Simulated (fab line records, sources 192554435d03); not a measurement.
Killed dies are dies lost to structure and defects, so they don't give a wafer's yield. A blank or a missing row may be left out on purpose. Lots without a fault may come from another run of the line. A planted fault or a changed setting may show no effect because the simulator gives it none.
Chamber matching | flow n5_finfet | N5_ILD0_CMP_12 on cmp-01: 4 sister chambers
The step polishes SiNx, stops on poly-Si, t overpolish 6 s, target thk 17.67 nm. 7 wafers are shown with their chamber, then 7 later ones without.

WAFERS WITH THEIR CHAMBER
wafer  | chamber | motor_current_A (A) | time_to_endpoint_s (s)
L076.2 | 3       | 9.2                 | 33.3
L079.4 | 3       | 9.3                 | 32.2
L082.1 | 1       | 9.8                 | 29.1
L082.5 | 2       | 9.0                 | 27.8
L082.6 | 1       | 9.6                 | 29.4
L086.3 | 2       | 8.9                 | 25.5
L086.4 | 0       | 9.3                 | 31.5

WAFERS WITHOUT THEIR CHAMBER
wafer  | motor_current_A (A) | time_to_endpoint_s (s)
L086.5 | 8.9                 | 26.5
L087.1 | 8.8                 | 27.9
L087.4 | 9.3                 | 33.1
L087.5 | 9.6                 | 31.6
L096.2 | 9.0                 | 28.4
L096.4 | 8.8                 | 31.6
L096.6 | 8.6                 | 25.9

WHICH CHAMBER EACH WENT THROUGH
wafer  | from the rows above          | in truth
L086.5 | 2                            | 2
L087.1 | 2                            | 2
L087.4 | can't be placed: 3 or 0      | 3
L087.5 | can't be placed: 1 or 0 or 3 | 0
L096.2 | 2                            | 2
L096.4 | can't be placed: 3 or 2 or 0 | 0
L096.6 | 2                            | 2
Placed correctly: 4 of 7. Can't be placed from these rows: 3 (the true chamber is among the candidates in 3). Placed wrongly: 0.
How it was worked out, from the rows above alone: a wafer's distance from a chamber is the root of the sum, over the readings, of the square of ((its reading less the chamber's mean) divided by the reading's scatter). The wafer belongs to the nearest chamber; if the next one is less than 2 further off, it can't be placed. A chamber's mean is the mean of its shown wafers. The scatter: the root of (the sum of the squares of (reading less its chamber's mean) over the shown wafers, divided by (wafers less chambers)).
